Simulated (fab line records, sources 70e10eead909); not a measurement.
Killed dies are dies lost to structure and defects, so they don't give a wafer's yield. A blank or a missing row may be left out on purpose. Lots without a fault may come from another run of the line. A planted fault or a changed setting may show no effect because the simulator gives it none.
Chamber matching | flow nand_harc | NHARC_A_STAIRCASE_DEP_259 on pecvd-04: 3 sister chambers
The step deposits SiON, target thk 30 nm. 3 wafers are shown with their chamber, then 10 later ones without.

WAFERS WITH THEIR CHAMBER
wafer  | chamber | susceptor_temp_C (C)
L086.4 | 0       | 400.43
L087.6 | 2       | 400.19
L091.5 | 1       | 400.23

WAFERS WITHOUT THEIR CHAMBER
wafer  | susceptor_temp_C (C)
L091.6 | 399.98
L090.1 | 399.88
L090.4 | 400.01
L090.6 | 399.98
L093.2 | 400.06
L093.3 | 400.02
L093.6 | 399.70
L094.2 | 399.98
L094.5 | 399.93
L094.6 | 399.79

WHICH CHAMBER EACH WENT THROUGH
wafer  | from the rows above          | in truth
L091.6 | can't be placed: 2 or 1 or 0 | 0
L090.1 | can't be placed: 2 or 1 or 0 | 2
L090.4 | can't be placed: 2 or 1 or 0 | 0
L090.6 | can't be placed: 2 or 1 or 0 | 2
L093.2 | can't be placed: 2 or 1 or 0 | 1
L093.3 | can't be placed: 2 or 1 or 0 | 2
L093.6 | can't be placed: 2 or 1 or 0 | 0
L094.2 | can't be placed: 2 or 1 or 0 | 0
L094.5 | can't be placed: 2 or 1 or 0 | 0
L094.6 | can't be placed: 2 or 1 or 0 | 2
Placed correctly: 0 of 10. Can't be placed from these rows: 10 (the true chamber is among the candidates in 10). Placed wrongly: 0.
How it was worked out, from the rows above alone: a wafer's distance from a chamber is the root of the sum, over the readings, of the square of ((its reading less the chamber's mean) divided by the reading's scatter). The wafer belongs to the nearest chamber; if the next one is less than 2 further off, it can't be placed. A chamber's mean is the mean of its shown wafers. The scatter: with one shown wafer a chamber, the root of the mean of the squares of how far each hidden wafer lies from its nearest shown one.
